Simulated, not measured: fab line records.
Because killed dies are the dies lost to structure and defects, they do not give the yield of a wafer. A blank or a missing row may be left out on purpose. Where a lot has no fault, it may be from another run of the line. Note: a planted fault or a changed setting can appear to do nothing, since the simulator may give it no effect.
Chamber matching + flow nand-harc + 4 sister chambers for NHARC_A_BONDPAD_ETCH_12 on rie-diel-12
The step etches the open film in CHF3/O2, target depth 220 nm, time 110 s. 22 wafers are shown with their chamber, then 11 later ones without.

== EACH WAFER AND ITS CHAMBER ==
| wafer  | chamber | showerhead-plenum-p-Torr (Torr) | drypump-motor-current-A (A) | rf-vpp-V (V) |
|--------|---------|---------------------------------|-----------------------------|--------------|
| L117.1 | 2       | 2.27                            | 5.1                         | 368.3        |
| L117.3 | 1       | 2.54                            | 5.6                         | 374.4        |
| L117.5 | 2       | 2.27                            | 5.2                         | 368.6        |
| L119.1 | 2       | 2.27                            | 5.1                         | 368.9        |
| L119.3 | 0       | 2.33                            | 6.2                         | 368.5        |
| L119.4 | 3       | 2.58                            | 5.7                         | 374.9        |
| L120.1 | 0       | 2.33                            | 6.2                         | 369.7        |
| L120.2 | 2       | 2.26                            | 5.1                         | 366.3        |
| L120.6 | 0       | 2.33                            | 6.2                         | 368.0        |
| L124.2 | 0       | 2.33                            | 6.3                         | 369.9        |
| L124.3 | 2       | 2.26                            | 5.1                         | 366.6        |
| L124.6 | 1       | 2.54                            | 5.6                         | 374.0        |
| L127.1 | 2       | 2.26                            | 5.2                         | 368.5        |
| L127.3 | 1       | 2.54                            | 5.6                         | 371.9        |
| L127.5 | 1       | 2.54                            | 5.6                         | 372.7        |
| L128.2 | 0       | 2.33                            | 6.3                         | 370.4        |
| L128.3 | 3       | 2.58                            | 5.7                         | 375.0        |
| L128.6 | 1       | 2.54                            | 5.6                         | 372.5        |
| L129.1 | 1       | 2.54                            | 5.6                         | 374.8        |
| L129.3 | 2       | 2.26                            | 5.1                         | 367.9        |
| L129.4 | 0       | 2.33                            | 6.2                         | 367.3        |
| L136.1 | 0       | 2.33                            | 6.2                         | 369.7        |

SIGNATURES (averages over the wafers above)
| reading                  | chamber 0 | chamber 1 | chamber 2 | chamber 3 | scatter within a chamber |
|--------------------------|-----------|-----------|-----------|-----------|--------------------------|
| showerhead-plenum-p-Torr | 2.3300    | 2.5400    | 2.2643    | 2.5800    | 0.00309                  |
| drypump-motor-current-A  | 6.229     | 5.600     | 5.129     | 5.700     | 0.0398                   |
| rf-vpp-V                 | 369.071   | 373.383   | 367.871   | 374.950   | 1.08                     |
Rule: for a wafer and a chamber, the distance is found by dividing, reading by reading, the gap between the wafer's reading and the chamber's mean by the reading's scatter, squaring, summing and taking the root. The wafer belongs to the nearest chamber; if the next one is less than 2 further off, it can't be placed. The scatter: take each reading less its chamber's mean, square it, sum over the shown wafers, divide by the number of wafers less the number of chambers, and take the root.

== WAFERS WITHOUT THEIR CHAMBER ==
| wafer  | showerhead-plenum-p-Torr (Torr) | drypump-motor-current-A (A) | rf-vpp-V (V) |
|--------|---------------------------------|-----------------------------|--------------|
| L136.4 | 2.54                            | 5.6                         | 373.9        |
| L136.5 | 2.33                            | 6.2                         | 368.8        |
| L137.1 | 2.33                            | 6.2                         | 370.1        |
| L137.4 | 2.54                            | 5.6                         | 374.9        |
| L137.5 | 2.26                            | 5.1                         | 368.6        |
| L139.1 | 2.26                            | 5.2                         | 365.7        |
| L139.4 | 2.33                            | 6.2                         | 368.9        |
| L139.6 | 2.26                            | 5.1                         | 366.5        |
| L138.1 | 2.58                            | 5.7                         | 374.7        |
| L138.3 | 2.33                            | 6.2                         | 370.0        |
| L138.5 | 2.26                            | 5.1                         | 368.8        |

== CHAMBER TAKEN BY EACH ==
| wafer  | from the rows above | in truth |
|--------|---------------------|----------|
| L136.4 | 1                   | 1        |
| L136.5 | 0                   | 0        |
| L137.1 | 0                   | 0        |
| L137.4 | 1                   | 1        |
| L137.5 | 2                   | 2        |
| L139.1 | 2                   | 2        |
| L139.4 | 0                   | 0        |
| L139.6 | 2                   | 2        |
| L138.1 | 3                   | 3        |
| L138.3 | 0                   | 0        |
| L138.5 | 2                   | 2        |
11 of 11 placed correctly. From these rows, 0 cannot be placed. Placed wrongly: 0.
